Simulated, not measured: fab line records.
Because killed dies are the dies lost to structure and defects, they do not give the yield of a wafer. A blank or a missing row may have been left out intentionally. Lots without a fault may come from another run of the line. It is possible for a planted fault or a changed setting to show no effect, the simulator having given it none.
Code-filled problem report in 8D (eight disciplines) form ; flow n5-finfet ; the parts of the form that need people (team, actions taken, sign-off) are left out

## 1. WHAT IS WRONG
cd-nm at N5_PASSIVATION_CD_MEAS_30 reads a mean of 3989.7 nm on 3 wafers of 3 lots; wafers without a fault read 4000.8 nm with a standard deviation of 1.8. Measured from the usual mean, that is -6.1 standard deviations.
The step: target cd 4000 nm.
First observed at day 17 20:59: wafer L554.1, on cd-sem-03. The record has a number at this step for 29 wafers belonging to 11 lots. By rule, "out" or "out of limits" means more than 4 standard deviations away from the usual mean. The other wafers with a number count as sound.

## 2. WHAT IT IS, WHAT IT ISN'T
question;is;is not
which readings at this step;cd-nm;-
which lots;L554, L555, L556;L539, L540, L542, L543, L545, L549, L559, L560
which wafers of those lots;L554.1, L555.1, L556.1;L554.3, L555.3, L556.3
read on which gauges;cd-sem-03;cd-sem-01, cd-sem-02
when;from day 17 20:59;"up to then (19 sound wafers); but 7 sound wafers of L555, L556, L559, L560 came after"

## 3. THE SUSPECTS, EACH WITH WHAT RULES IT OUT
Counting: a tool at a process step up to the reading stays a suspect if it ran every lot that is out. Sound lots after the first of them don't rule it out here, since some wafers of a struck lot are sound.
- the gauge at N5_PASSIVATION_CD_MEAS_30: kept. All the wafers that are out were read on cd-sem-03, and no step on other tools shows them out.
- litho-track-01 at N5_PASSIVATION_PEB_28: kept. It processed each lot that is out (first: L554, day 17 20:52); up to then, its last sound lot is L545 (day 16 02:02).
What counting leaves: litho-track-01 at N5_PASSIVATION_PEB_28 and cd-sem-03 at N5_PASSIVATION_CD_MEAS_30.

## 4. THE CAUSE (what the simulator had put in)
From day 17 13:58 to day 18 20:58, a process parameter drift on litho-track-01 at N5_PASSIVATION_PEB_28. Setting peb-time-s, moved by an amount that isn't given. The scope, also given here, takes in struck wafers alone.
This tool is one of the 2 suspects left after counting.

## 5. THE CHAIN OF EFFECTS, in route order
Rows list readings where the struck wafers' mean (over those with a number) sits beyond 3 standard deviations from the usual. Readings are gone through only where the record gives a usual standard deviation; hours: the median, over the lots, of the time from a lot's start at the first step in this table giving one to that lot's start at this step; sigmas: the change measured in usual standard deviations.
hours;step;reading;usual;on struck wafers;change;sigmas
0;N5_PASSIVATION_CD_MEAS_30;cd-nm;4000.8 nm;3989.7;-11.1;-6.1

## 6. WHAT WOULD HAVE CAUGHT IT SOONER
The first out-of-limits reading at a measuring or inspecting step in this record came at day 17 20:59, 7 hours after the fault's start at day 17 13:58.
Of the lots that are out (3), L556, L555 began N5_PASSIVATION_PEB_28 on litho-track-01 after day 17 20:59. A hold on the tool at that time would have spared those 2.
